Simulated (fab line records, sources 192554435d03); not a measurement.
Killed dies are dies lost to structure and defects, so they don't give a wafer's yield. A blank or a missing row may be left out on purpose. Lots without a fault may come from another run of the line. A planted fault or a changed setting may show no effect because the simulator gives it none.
Chamber matching | flow n5_finfet | N5_BEOL_M7_PECVD_70 on pecvd-04: 3 sister chambers
The step deposits SiO2 from TEOS/O2, target thk 20 nm, time 22.7 s. 6 wafers are shown with their chamber, then 7 later ones without.

WAFERS WITH THEIR CHAMBER
wafer  | chamber | throttle_valve_pct (%) | heater_power_w (W)
L084.4 | 0       | 24.5                   | 803
L086.1 | 0       | 24.1                   | 685
L086.2 | 2       | 21.3                   | 644
L086.3 | 1       | 24.5                   | 588
L096.1 | 1       | 24.6                   | 567
L096.3 | 2       | 21.1                   | 689

WAFERS WITHOUT THEIR CHAMBER
wafer  | throttle_valve_pct (%) | heater_power_w (W)
L096.5 | 24.8                   | 560
L094.2 | 24.4                   | 516
L094.3 | 24.1                   | 735
L094.5 | 21.2                   | 636
L097.1 | 24.5                   | 540
L097.4 | 24.1                   | 702
L097.5 | 21.5                   | 551

WHICH CHAMBER EACH WENT THROUGH
wafer  | from the rows above | in truth
L096.5 | 1                   | 1
L094.2 | 1                   | 1
L094.3 | 0                   | 0
L094.5 | 2                   | 2
L097.1 | 1                   | 1
L097.4 | 0                   | 0
L097.5 | 2                   | 2
Placed correctly: 7 of 7. Can't be placed from these rows: 0. Placed wrongly: 0.
How it was worked out, from the rows above alone: a wafer's distance from a chamber is the root of the sum, over the readings, of the square of ((its reading less the chamber's mean) divided by the reading's scatter). The wafer belongs to the nearest chamber; if the next one is less than 2 further off, it can't be placed. A chamber's mean is the mean of its shown wafers. The scatter: the root of (the sum of the squares of (reading less its chamber's mean) over the shown wafers, divided by (wafers less chambers)).
